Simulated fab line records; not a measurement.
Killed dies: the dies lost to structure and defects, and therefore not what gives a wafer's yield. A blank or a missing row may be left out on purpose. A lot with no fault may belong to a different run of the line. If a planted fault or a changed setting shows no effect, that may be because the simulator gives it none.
A lot that was struck, set against a sound lot :: flow n5_finfet :: 36 steps out of a route of 1938
Sound: these wafers, L692.3, L692.4, L692.5. The struck wafers were L702.2, L702.5. The cause is named last.
Order at every step that has rows: each side's tool, ch and its chambers, its first start. Under that, the readings that differ: sound wafers :: struck wafers :: difference of the means :: sigmas: that difference in standard deviations of wafers without a fault.
alike: words and numbers the same on both sides, and readings whose means are apart by under 2 such deviations; not compared: readings that were withheld, readings missing a value for some wafer, numbers with overlapping values and no deviation given by the record, and bounds like >300 which may hide the same value.
A row with sigmas, a row that says differs or no value, or rows on one side alone: a step with any of these is where the two part. Numbers that have no deviation but don't overlap get no sigmas and don't part them. A reading that every wafer of one side lacks parts them only if that side has two wafers or more.

first, 9 steps without rows for these wafers: N5_BEOL_M4_ANNEAL_95 (time 240 s); N5_BEOL_M4_SPUTTER_96 (material Cu, target thk 4.5 nm, time 8.29 s); N5_BEOL_M4_ECD_50 (material Cu, target thk 300 nm); N5_BEOL_M4_ANNEAL_51 (time 90 s); N5_BEOL_M4_CMP_52 (polishes, stops on SiOC, t overpolish 6.8 s, target thk 40 nm); N5_BEOL_M4_PRE_CLEAN_60 (time 15 s); N5_BEOL_M4_CO_CAP_55 (material Co, precursor CCTBA/H2, target thk 2 nm, time 102.1 s); N5_BEOL_M4_PRE_CLEAN_56 (time 15 s); N5_BEOL_M4_DEP_57 (deposits SiCN from 3MS/NH3, target thk 8 nm, time 14 s).
N5_BEOL_M4_RC_MEAS_101:
  sound on prober-01 ch 0, day 10 01:02; struck on prober-02 ch 0, day 12 10:14
reading: DIBL_N (mV/V)
sound: 39.7 38.3 38.1
struck: 35.8 34.7
difference: -3.5
sigmas: -2
  alike: DIBL_P, IOFF_N, IOFF_P, ION_N, ION_P, SS_N, SS_P, VT_N, VT_P
then, 24 steps without rows for these wafers: N5_BEOL_M5_ILD_DEP_00 (deposits SiCOH lowk from DEMS/porogen, target thk 140.64 nm, time 25.9 s); N5_BEOL_M5_CURE_79 (cures SiCOH lowk, time 240 s); N5_BEOL_M5_PECVD_70 (deposits SiO2 from TEOS/O2, target thk 16 nm, time 18 s); N5_BEOL_M5_HM_DEP_02 (deposits TiN, target thk 20 nm); N5_BEOL_M5_COAT_59 (time 60 s, resist thk 60 nm); N5_BEOL_M5_COAT_60 (time 60 s, resist thk 12 nm); N5_BEOL_M5_COAT_71 (time 60 s, resist thk 5 nm); N5_BEOL_M5_COAT_05 (resist thk 30 nm); N5_BEOL_M5_EBR_07; N5_BEOL_M5_SOFTBAKE_06 (time 60 s); N5_BEOL_M5_EXPOSE_08 (exposes mask M5, target cd 28 nm); N5_BEOL_M5_PEB_09 (peb time 60 s); N5_BEOL_M5_DEVELOP_10 (develop time 30 s); N5_BEOL_M5_DESCUM_16 (chemistry O2, time 7 s); N5_BEOL_M5_ETCH_72 (etches underlayer in N2/H2, target depth 6.5 nm, time 5.2 s); N5_BEOL_M5_ETCH_61 (etches SiARC in CF4, target depth 15.6 nm, time 26 s); N5_BEOL_M5_ETCH_62 (etches SOC in N2/H2, target depth 75 nm, overetch 15 nm, time 112.5 s); N5_BEOL_M5_STRIP_63 (strips in N2/H2); N5_BEOL_M5_STRIP_73 (strips in N2/H2); N5_BEOL_M5_STRIP_64 (strips in CF4); N5_BEOL_M5_HM_OPEN_17 (chemistry Cl2/BCl3, target TiN, target depth 20 nm, overetch 6 nm); N5_BEOL_M5_STRIP_19 (strips in O2); N5_BEOL_M5_COAT_65 (time 60 s, resist thk 60 nm); N5_BEOL_M5_COAT_66 (time 60 s, resist thk 12 nm).
N5_BEOL_M7_VIA_ETCH_34: etches SiCOH lowk in C4F6/O2, target depth 125.5 nm, time 50.5 s.
  sound on rie_diel-06 ch 1,2, day 10 23:04; struck on rie_diel-03 ch 1,2, day 13 13:49
reading: oes_product_au (a.u.)
sound: 0.84 0.72 0.85
struck: 0.49 0.62
difference: -0.25
sigmas: -3

reading: model.etch.depth_nm (nm)
sound: 124.5 122.7 125.7
struck: 66.32 67.29
difference: -57.49
sigmas: 

reading: model.SOC_of_BEOL_M7_COAT_63.thk_nm (nm)
sound: 54.2 54.2 54
struck: 56.6 56.6
difference: +2.5
sigmas: 

reading: model.BEOL_M7.cd_nm (nm)
sound: 40.2 40.2 40.4
struck: 40 39.8
difference: +0
sigmas: 
  alike: drypump_motor_current_A, oes_f_703_au, rf_vpp_V, showerhead_plenum_p_Torr, throttle_valve_pct
  not compared: rf_hours_counter_h
-- record jumps: 4 days separate the struck wafers' starts on either side; left off in module BEOL_M7, taken up again in module PASSIVATION, whose first shown step is the route's number 1936 --
N5_PASSIVATION_PROBE_49:
  rows exist in the record for the struck wafers here (prober-02, day 17 02:08), but not for the sound ones

== WHERE THEY PART ==
First at N5_BEOL_M4_RC_MEAS_101; last, within this record, at N5_PASSIVATION_PROBE_49.

WHY: the cause the simulator had injected
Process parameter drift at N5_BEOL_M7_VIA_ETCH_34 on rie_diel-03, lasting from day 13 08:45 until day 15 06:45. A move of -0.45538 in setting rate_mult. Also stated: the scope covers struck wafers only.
